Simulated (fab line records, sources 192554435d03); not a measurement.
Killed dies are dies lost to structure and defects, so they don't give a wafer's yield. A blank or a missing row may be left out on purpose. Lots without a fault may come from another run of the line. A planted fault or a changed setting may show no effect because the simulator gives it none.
Chamber matching | flow n5_finfet | N5_PMOS_HMC_CHANNEL_EPI_HM_OPEN_15 on rie_diel-01: 4 sister chambers
The step chemistry CHF3/O2, target SiO2, target depth 40.6 nm, time 20.3 s. 8 wafers are shown with their chamber, then 9 later ones without.

WAFERS WITH THEIR CHAMBER
wafer  | chamber | drypump_motor_current_A (A) | showerhead_plenum_p_Torr (Torr)
L078.2 | 1       | 5.8                         | 2.42
L086.1 | 2       | 6.1                         | 2.28
L086.2 | 1       | 5.8                         | 2.41
L087.1 | 3       | 6.2                         | 2.36
L087.2 | 2       | 6.1                         | 2.28
L089.3 | 0       | 5.2                         | 2.49
L089.4 | 3       | 6.3                         | 2.36
L089.5 | 0       | 5.2                         | 2.49

WAFERS WITHOUT THEIR CHAMBER
wafer  | drypump_motor_current_A (A) | showerhead_plenum_p_Torr (Torr)
L094.4 | 6.1                         | 2.28
L094.5 | 5.8                         | 2.41
L094.6 | 5.2                         | 2.49
L095.2 | 5.9                         | 2.40
L095.4 | 6.1                         | 2.27
L095.5 | 5.8                         | 2.40
L097.4 | 6.2                         | 2.36
L097.5 | 5.8                         | 2.40
L097.6 | 5.2                         | 2.49

WHICH CHAMBER EACH WENT THROUGH
wafer  | from the rows above | in truth
L094.4 | 2                   | 2
L094.5 | 1                   | 1
L094.6 | 0                   | 0
L095.2 | 1                   | 1
L095.4 | 2                   | 2
L095.5 | 1                   | 1
L097.4 | 3                   | 3
L097.5 | 1                   | 1
L097.6 | 0                   | 0
Placed correctly: 9 of 9. Can't be placed from these rows: 0. Placed wrongly: 0.
How it was worked out, from the rows above alone: a wafer's distance from a chamber is the root of the sum, over the readings, of the square of ((its reading less the chamber's mean) divided by the reading's scatter). The wafer belongs to the nearest chamber; if the next one is less than 2 further off, it can't be placed. A chamber's mean is the mean of its shown wafers. The scatter: the root of (the sum of the squares of (reading less its chamber's mean) over the shown wafers, divided by (wafers less chambers)).
